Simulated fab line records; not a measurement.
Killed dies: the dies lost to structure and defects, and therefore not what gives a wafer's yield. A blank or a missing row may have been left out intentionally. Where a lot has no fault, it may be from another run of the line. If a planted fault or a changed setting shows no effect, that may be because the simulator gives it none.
Which tool did it? :: flow nand_harc :: Sampling: 14 lots, 42 wafers, 3 of 1159 route steps

## WHAT THE GAUGES SHOWED, per wafer
NHARC_P_M1_CD_MEAS_09: the cd target is 130 nm. Usual: cd_nm at 130.0 nm, with a standard deviation of 0.52.
lot: L865
measured: day 6 02:58
on: cd_sem-03
cd_nm (nm): 130.1 129.9 129.9
flag: 

lot: L866
measured: day 6 15:44
on: cd_sem-02
cd_nm (nm): 129.5 129.4 130.1
flag: 

lot: L868
measured: day 7 04:23
on: cd_sem-03
cd_nm (nm): 130.6 130.3 129.8
flag: 

lot: L871
measured: day 7 05:23
on: cd_sem-03
cd_nm (nm): 129.9 129.6 129.1
flag: 

lot: L870
measured: day 7 06:08
on: cd_sem-03
cd_nm (nm): 129.7 129.7 129.7
flag: 

lot: L875
measured: day 8 16:43
on: cd_sem-01
cd_nm (nm): 130.1 130.0 130.1
flag: 

lot: L876
measured: day 9 06:23
on: cd_sem-01
cd_nm (nm): 130.4 130.5 129.9
flag: 

lot: L880
measured: day 9 21:54
on: cd_sem-01
cd_nm (nm): 129.4 130.0 129.9
flag: 

lot: L881
measured: day 10 04:53
on: cd_sem-03
cd_nm (nm): 129.3 130.3 130.2
flag: 

lot: L884
measured: day 10 11:07
on: cd_sem-01
cd_nm (nm): 129.5 129.5 129.8
flag: 

lot: L885
measured: day 10 23:08
on: cd_sem-02
cd_nm (nm): 129.1 129.3 129.8
flag: 

lot: L886
measured: day 11 04:50
on: cd_sem-01
cd_nm (nm): 130.1 130.2 130.3
flag: 

lot: L887
measured: day 11 05:50
on: cd_sem-03
cd_nm (nm): 129.6 130.2 129.3
flag: 

lot: L888
measured: day 11 22:19
on: cd_sem-03
cd_nm (nm): 129.4 129.9 129.9
flag: 

NHARC_P_M1_OVL_MEAS_10: pitch 260 nm. Usual: overlay_x_nm 0.0 nm, standard deviation 0.96; overlay_y_nm -0.2 nm, standard deviation 0.66.
lot: L865
measured: day 6 03:03
on: overlay-02
overlay_x_nm (nm): -1.3 -1.4 -1.5
overlay_y_nm (nm): -0.6 -0.2 -0.2
flag: 

lot: L866
measured: day 6 15:49
on: overlay-02
overlay_x_nm (nm): -0.6 -0.7 -0.7
overlay_y_nm (nm): -0.3 -0.9 -0.3
flag: 

lot: L868
measured: day 7 04:29
on: overlay-01
overlay_x_nm (nm): -0.3 -0.5 -0.5
overlay_y_nm (nm): 0.1 0.1 0.6
flag: 

lot: L871
measured: day 7 05:29
on: overlay-01
overlay_x_nm (nm): -2.1 -1.9 -2.1
overlay_y_nm (nm): -1.2 -1.1 -1.1
flag: 

lot: L870
measured: day 7 06:13
on: overlay-02
overlay_x_nm (nm): 0.8 1.1 1.1
overlay_y_nm (nm): -1.5 -0.7 -1.0
flag: 

lot: L875
measured: day 8 16:48
on: overlay-01
overlay_x_nm (nm): 0.1 0.2 0.9
overlay_y_nm (nm): -0.9 -0.8 -1.3
flag: 

lot: L876
measured: day 9 06:28
on: overlay-02
overlay_x_nm (nm): 1.7 0.9 1.3
overlay_y_nm (nm): 0.5 0.2 0.2
flag: 

lot: L880
measured: day 9 21:59
on: overlay-01
overlay_x_nm (nm): -0.4 -0.4 -0.1
overlay_y_nm (nm): -0.6 -0.1 -0.1
flag: 

lot: L881
measured: day 10 04:58
on: overlay-01
overlay_x_nm (nm): 1.1 0.4 1.5
overlay_y_nm (nm): -0.5 -0.7 -0.2
flag: 

lot: L884
measured: day 10 11:11
on: overlay-02
overlay_x_nm (nm): 0.2 0.0 1.0
overlay_y_nm (nm): -0.7 -1.5 -0.8
flag: 

lot: L885
measured: day 10 23:14
on: overlay-02
overlay_x_nm (nm): -0.8 -1.2 -1.1
overlay_y_nm (nm): 1.2 1.4 1.5
flag: 

lot: L886
measured: day 11 04:55
on: overlay-02
overlay_x_nm (nm): -0.1 -0.5 0.0
overlay_y_nm (nm): -0.3 -0.3 -0.2
flag: 

lot: L887
measured: day 11 05:56
on: overlay-02
overlay_x_nm (nm): -0.9 -0.8 -0.4
overlay_y_nm (nm): 0.8 0.6 0.8
flag: 

lot: L888
measured: day 11 22:23
on: overlay-02
overlay_x_nm (nm): -1.4 -1.1 -1.0
overlay_y_nm (nm): -0.8 -0.3 -0.3
flag: 

## WHICH TOOL RAN EACH LOT (tool, then ch and the chambers of the sampled wafers, then the start)
lot: L865
NHARC_P_M0_DESCUM_14: rie_diel-02 ch 0,1, day 5 23:07

lot: L866
NHARC_P_M0_DESCUM_14: rie_diel-06 ch 0,3, day 6 11:41

lot: L868
NHARC_P_M0_DESCUM_14: rie_diel-02 ch 0,1, day 7 00:28

lot: L871
NHARC_P_M0_DESCUM_14: rie_diel-02 ch 0,1,2, day 7 01:25

lot: L870
NHARC_P_M0_DESCUM_14: rie_diel-13 ch 1,3, day 7 02:16

lot: L875
NHARC_P_M0_DESCUM_14: rie_diel-02 ch 0,2,3, day 8 12:46

lot: L876
NHARC_P_M0_DESCUM_14: rie_diel-06 ch 2,3, day 9 01:08

lot: L880
NHARC_P_M0_DESCUM_14: rie_diel-06 ch 0,1,3, day 9 17:41

lot: L881
NHARC_P_M0_DESCUM_14: rie_diel-06 ch 0,3, day 10 01:07

lot: L884
NHARC_P_M0_DESCUM_14: rie_diel-06 ch 0,1, day 10 07:14

lot: L885
NHARC_P_M0_DESCUM_14: rie_diel-02 ch 2,3, day 10 19:06

lot: L886
NHARC_P_M0_DESCUM_14: rie_diel-13 ch 0,2,3, day 11 01:02

lot: L887
NHARC_P_M0_DESCUM_14: rie_diel-13 ch 0,2,3, day 11 01:37

lot: L888
NHARC_P_M0_DESCUM_14: rie_diel-06 ch 0,2,3, day 11 18:23
- NHARC_P_M0_DESCUM_14: chemistry O2, time 3 s.

## WHAT THE TOOLS THEMSELVES READ (means of the sampled wafers that have a number; where no wafer has one, the mark that the record gives instead)
NHARC_P_M0_DESCUM_14. Usual: drypump_motor_current_A 5.7 A, standard deviation 0.49; oes_product_au 0.997 a.u., standard deviation 0.0075; rf_vpp_V 57.9 V, standard deviation 0.94; showerhead_plenum_p_Torr 1.94 Torr, standard deviation 0.083; throttle_valve_pct 11.312 %, standard deviation 0.0086.
lot: L865
tool: rie_diel-02
drypump_motor_current_A (A): 5.9
oes_product_au (a.u.): 1.006
rf_vpp_V (V): 57.4
showerhead_plenum_p_Torr (Torr): 1.81
throttle_valve_pct (%): 11.312
flag: 

lot: L866
tool: rie_diel-06
drypump_motor_current_A (A): 5.3
oes_product_au (a.u.): 0.992
rf_vpp_V (V): 58.6
showerhead_plenum_p_Torr (Torr): 1.96
throttle_valve_pct (%): 11.311
flag: 

lot: L868
tool: rie_diel-02
drypump_motor_current_A (A): 5.9
oes_product_au (a.u.): 1.005
rf_vpp_V (V): 56.7
showerhead_plenum_p_Torr (Torr): 1.81
throttle_valve_pct (%): 11.319
flag: 

lot: L871
tool: rie_diel-02
drypump_motor_current_A (A): 5.9
oes_product_au (a.u.): 1.002
rf_vpp_V (V): 58.1
showerhead_plenum_p_Torr (Torr): 1.85
throttle_valve_pct (%): 11.319
flag: 

lot: L870
tool: rie_diel-13
drypump_motor_current_A (A): 6.7
oes_product_au (a.u.): 1.006
rf_vpp_V (V): 57.6
showerhead_plenum_p_Torr (Torr): 1.98
throttle_valve_pct (%): 11.313
flag: 

lot: L875
tool: rie_diel-02
drypump_motor_current_A (A): 5.7
oes_product_au (a.u.): 0.998
rf_vpp_V (V): 57.6
showerhead_plenum_p_Torr (Torr): 1.87
throttle_valve_pct (%): 11.311
flag: 

lot: L876
tool: rie_diel-06
drypump_motor_current_A (A): 5.4
oes_product_au (a.u.): 0.999
rf_vpp_V (V): 58.5
showerhead_plenum_p_Torr (Torr): 2.02
throttle_valve_pct (%): 11.308
flag: 

lot: L880
tool: rie_diel-06
drypump_motor_current_A (A): 5.7
oes_product_au (a.u.): 0.989
rf_vpp_V (V): 58.3
showerhead_plenum_p_Torr (Torr): 1.97
throttle_valve_pct (%): 11.315
flag: 

lot: L881
tool: rie_diel-06
drypump_motor_current_A (A): 5.6
oes_product_au (a.u.): 0.989
rf_vpp_V (V): 58.3
showerhead_plenum_p_Torr (Torr): 1.97
throttle_valve_pct (%): 11.323
flag: 

lot: L884
tool: rie_diel-06
drypump_motor_current_A (A): 6.1
oes_product_au (a.u.): 0.986
rf_vpp_V (V): 58.4
showerhead_plenum_p_Torr (Torr): 1.99
throttle_valve_pct (%): 11.309
flag: 

lot: L885
tool: rie_diel-02
drypump_motor_current_A (A): 5.7
oes_product_au (a.u.): 1.006
rf_vpp_V (V): 58.0
showerhead_plenum_p_Torr (Torr): 1.89
throttle_valve_pct (%): 11.313
flag: 

lot: L886
tool: rie_diel-13
drypump_motor_current_A (A): 5.5
oes_product_au (a.u.): 0.998
rf_vpp_V (V): 58.6
showerhead_plenum_p_Torr (Torr): 1.94
throttle_valve_pct (%): 11.302
flag: 

lot: L887
tool: rie_diel-13
drypump_motor_current_A (A): 5.5
oes_product_au (a.u.): 0.997
rf_vpp_V (V): 58.5
showerhead_plenum_p_Torr (Torr): 1.94
throttle_valve_pct (%): 11.305
flag: 

lot: L888
tool: rie_diel-06
drypump_motor_current_A (A): 5.5
oes_product_au (a.u.): 0.993
rf_vpp_V (V): 57.6
showerhead_plenum_p_Torr (Torr): 1.99
throttle_valve_pct (%): 11.312
flag: 

## THE ANSWER, worked out from the rows above alone
Rule: take the mean of a lot's wafers that have a number; if it is more than 3 standard deviations from the usual mean, the lot is off. Also off: a lot with no number at a reading for which 4 or more lots have one. Any other lot the step has rows for is counted as sound. After the gauges, taken in route order, come the tools' own readings; for these a lot's mean is taken, as printed above. At the first step where some lot is off, the reading lying furthest off is the one used; lots without a number count as furthest.
Nothing can be told from this: no lot is off at any reading shown.

## WHAT HAD BEEN PUT IN BY THE SIMULATOR
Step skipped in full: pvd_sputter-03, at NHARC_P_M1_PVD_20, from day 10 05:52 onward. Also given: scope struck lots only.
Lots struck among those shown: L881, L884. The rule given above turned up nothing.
